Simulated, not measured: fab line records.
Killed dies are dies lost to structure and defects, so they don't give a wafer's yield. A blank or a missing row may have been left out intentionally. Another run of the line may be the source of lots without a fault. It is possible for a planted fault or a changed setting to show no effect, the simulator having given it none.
What tool caused it?    flow n5_finfet    11 lots (32 wafers sampled), 1 step of a 1938-step route

WHAT EACH GAUGE READ, for each wafer
N5_BEOL_M10_CD_MEAS_35: target cd 70 nm.
lot   measured      on         cd_nm (nm)
L491  day 10 04:30  cd_sem-03  68.9 69.2 69.9
L492  day 10 16:06  cd_sem-02  69.8 69.8 69.4
L496  day 11 09:13  cd_sem-02  69.9 69.9 69.8
L497  day 11 12:07  cd_sem-02  69.2 69.2 69.4
L498  day 12 07:35  cd_sem-03  68.8 70.6 70.2
L500  day 12 15:02  cd_sem-02  70.3 69.6 69.5
L501  day 12 15:32  cd_sem-02  70.3 70.1 70.3
L503  day 12 18:23  cd_sem-02  70.1 69.5 69.8
L502  day 12 22:35  cd_sem-03  70.6 69.8 70.5
L505  day 13 20:32  cd_sem-01  70.4 70.7 70.4
L507  day 14 18:29  cd_sem-03  69.0 69.7

WHICH TOOL RAN EACH LOT (tool, then ch and the chambers of the sampled wafers, then the start)
The record shows no process step preceding these readings.

THE ANSWER, worked out from the rows above alone
Rule: the lots themselves supply what counts as usual. The widest of any qualifying gaps counts: lots, ordered by their means at a reading, are off when they make up no more than a third of the lots, leave a main group of 4 or more, and stand apart from it by 3 or more times the standard deviation of that group's means. The tables above print the reading to a certain number of digits; a main group whose means all agree to those digits is not used. Also off: a lot with no number at a reading for which 4 or more lots have one. Any other lot the step has rows for is counted as sound.
Across all readings shown, no lot is off: no conclusion can be drawn from this.

WHAT THE SIMULATOR PUT IN
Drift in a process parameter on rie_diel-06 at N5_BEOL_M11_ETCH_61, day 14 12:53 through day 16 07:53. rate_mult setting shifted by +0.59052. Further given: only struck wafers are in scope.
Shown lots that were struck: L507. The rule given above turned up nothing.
